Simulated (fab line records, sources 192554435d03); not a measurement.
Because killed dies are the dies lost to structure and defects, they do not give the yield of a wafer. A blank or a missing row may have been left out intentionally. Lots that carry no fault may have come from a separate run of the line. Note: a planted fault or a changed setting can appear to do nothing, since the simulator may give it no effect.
Which of the tools did it?	flow n5Finfet	12 lots with 36 wafers sampled at 2 steps, on a route of 1938 steps

== WHAT EACH GAUGE READ, for each wafer ==
N5_BEOL_M14_THK_MEAS_50: measures by xrf.
lot	measured	on	M14_THK (nm)
L074	day 13 07:39	filmMetro-01	565 566 560
L077	day 13 13:52	filmMetro-02	560 564 558
L079	day 14 00:38	filmMetro-01	564 569 557
L081	day 14 12:51	filmMetro-02	562 556 559
L083	day 14 19:25	filmMetro-02	560 549 555
L085	day 14 23:11	filmMetro-01	547 540 540
L088	day 16 03:54	filmMetro-01	546 552 545
L091	day 16 09:03	filmMetro-02	567 559 567
L090	day 17 09:03	filmMetro-02	559 557 554
L092	day 18 04:43	filmMetro-01	551 554 557
L095	day 18 21:50	filmMetro-02	552 550 556
L097	day 19 00:20	filmMetro-01	546 539 544

== WHICH TOOL RAN EACH LOT (tool, then ch and the chambers of the sampled wafers, then the start) ==
lot	N5_BEOL_M14_ANNEAL_48
L074	rtpAnneal-02 ch 0, day 13 07:06
L077	rtpAnneal-01 ch 0, day 13 13:22
L079	rtpAnneal-02 ch 0, day 14 00:05
L081	rtpAnneal-01 ch 0, day 14 12:18
L083	rtpAnneal-02 ch 0, day 14 18:52
L085	rtpAnneal-01 ch 0, day 14 22:38
L088	rtpAnneal-02 ch 0, day 16 03:21
L091	rtpAnneal-01 ch 0, day 16 08:30
L090	rtpAnneal-01 ch 0, day 17 08:29
L092	rtpAnneal-02 ch 0, day 18 04:16
L095	rtpAnneal-01 ch 0, day 18 21:14
L097	rtpAnneal-01 ch 0, day 18 23:44
- N5_BEOL_M14_ANNEAL_48: time 90 s.

== THE ANSWER, worked out from the rows above alone ==
Rule: what is usual is taken from the lots themselves. The widest of any qualifying gaps counts: lots, ordered by their means at a reading, are off when they make up no more than a third of the lots, leave a main group of 4 or more, and stand apart from it by 3 or more times the standard deviation of that group's means. Not used: any main group whose means are identical at the precision the tables above print for the reading. Also off: a lot with no number at a reading for which 4 or more lots have one. All remaining lots with rows at the step are treated as sound.
Nothing can be told from this: no lot is off at any reading shown.

== WHAT HAD BEEN PUT IN BY THE SIMULATOR ==
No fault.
